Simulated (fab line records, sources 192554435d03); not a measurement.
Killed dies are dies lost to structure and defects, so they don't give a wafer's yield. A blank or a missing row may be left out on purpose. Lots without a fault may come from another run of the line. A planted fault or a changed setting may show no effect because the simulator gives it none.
Chamber matching | flow n5_finfet | N5_FIN_SAQP_SPACER2_ALD_28 on ald_sin-03: 4 sister chambers
The step deposits SiO2, target thk 8.1 nm, pulse time 1 s, purge time 2 s. 22 wafers are shown with their chamber, then 11 later ones without.

WAFERS WITH THEIR CHAMBER
wafer  | chamber | heater_power_w (W) | susceptor_temp_C (C) | precursor_pulse_height_rel
L074.3 | 1       | 348                | 300.04               | 1.023
L074.4 | 2       | 527                | 300.01               | 1.028
L074.5 | 1       | 351                | 300.18               | 0.964
L075.3 | 3       | 506                | 299.96               | 1.020
L075.4 | 1       | 346                | 300.03               | 0.991
L075.6 | 3       | 500                | 299.81               | 0.975
L078.1 | 1       | 350                | 300.18               | 0.979
L078.4 | 3       | 514                | 300.22               | 1.024
L078.5 | 0       | 441                | 299.78               | 1.001
L081.1 | 1       | 345                | 299.93               | 0.987
L081.3 | 2       | 524                | 300.17               | 0.987
L081.6 | 2       | 525                | 300.04               | 1.008
L082.1 | 0       | 451                | 299.89               | 1.017
L082.4 | 3       | 519                | 300.11               | 0.989
L082.5 | 2       | 526                | 299.97               | 1.012
L083.3 | 0       | 436                | 299.93               | 0.999
L083.5 | 1       | 346                | 300.05               | 1.014
L083.6 | 0       | 438                | 299.90               | 0.997
L084.2 | 2       | 515                | 300.36               | 1.005
L084.5 | 1       | 349                | 299.82               | 1.020
L084.6 | 0       | 439                | 300.27               | 1.000
L085.2 | 3       | 513                | 300.17               | 1.033

SIGNATURES (means of the wafers above)
reading                    | chamber 0 | chamber 1 | chamber 2 | chamber 3 | scatter within a chamber
heater_power_w             | 441.00    | 347.86    | 523.40    | 510.40    | 5.18
susceptor_temp_C           | 299.9540  | 300.0329  | 300.1100  | 300.0540  | 0.158
precursor_pulse_height_rel | 1.00280   | 0.99686   | 1.00800   | 1.00820   | 0.0192
Rule: a wafer's distance from a chamber is the root of the sum, over the readings, of the square of ((its reading less the chamber's mean) divided by the reading's scatter). The wafer belongs to the nearest chamber; if the next one is less than 2 further off, it can't be placed. The scatter: the root of (the sum of the squares of (reading less its chamber's mean) over the shown wafers, divided by (wafers less chambers)).

WAFERS WITHOUT THEIR CHAMBER
wafer  | heater_power_w (W) | susceptor_temp_C (C) | precursor_pulse_height_rel
L085.3 | 343                | 300.29               | 0.985
L085.5 | 511                | 299.90               | 1.024
L089.1 | 506                | 299.98               | 1.020
L089.3 | 441                | 299.70               | 0.986
L089.5 | 341                | 300.28               | 1.031
L093.2 | 515                | 300.21               | 1.036
L093.3 | 510                | 299.98               | 0.984
L093.6 | 518                | 300.23               | 1.026
L095.4 | 520                | 299.86               | 0.987
L095.5 | 357                | 299.98               | 0.979
L095.6 | 525                | 300.03               | 0.997

WHICH CHAMBER EACH WENT THROUGH
wafer  | from the rows above     | in truth
L085.3 | 1                       | 1
L085.5 | can't be placed: 3 or 2 | 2
L089.1 | 3                       | 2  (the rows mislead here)
L089.3 | 0                       | 0
L089.5 | 1                       | 1
L093.2 | can't be placed: 3 or 2 | 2
L093.3 | can't be placed: 3 or 2 | 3
L093.6 | can't be placed: 2 or 3 | 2
L095.4 | can't be placed: 2 or 3 | 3
L095.5 | 1                       | 1
L095.6 | 2                       | 2
Placed correctly: 5 of 11. Can't be placed from these rows: 5 (the true chamber is among the candidates in 5). Placed wrongly: 1.
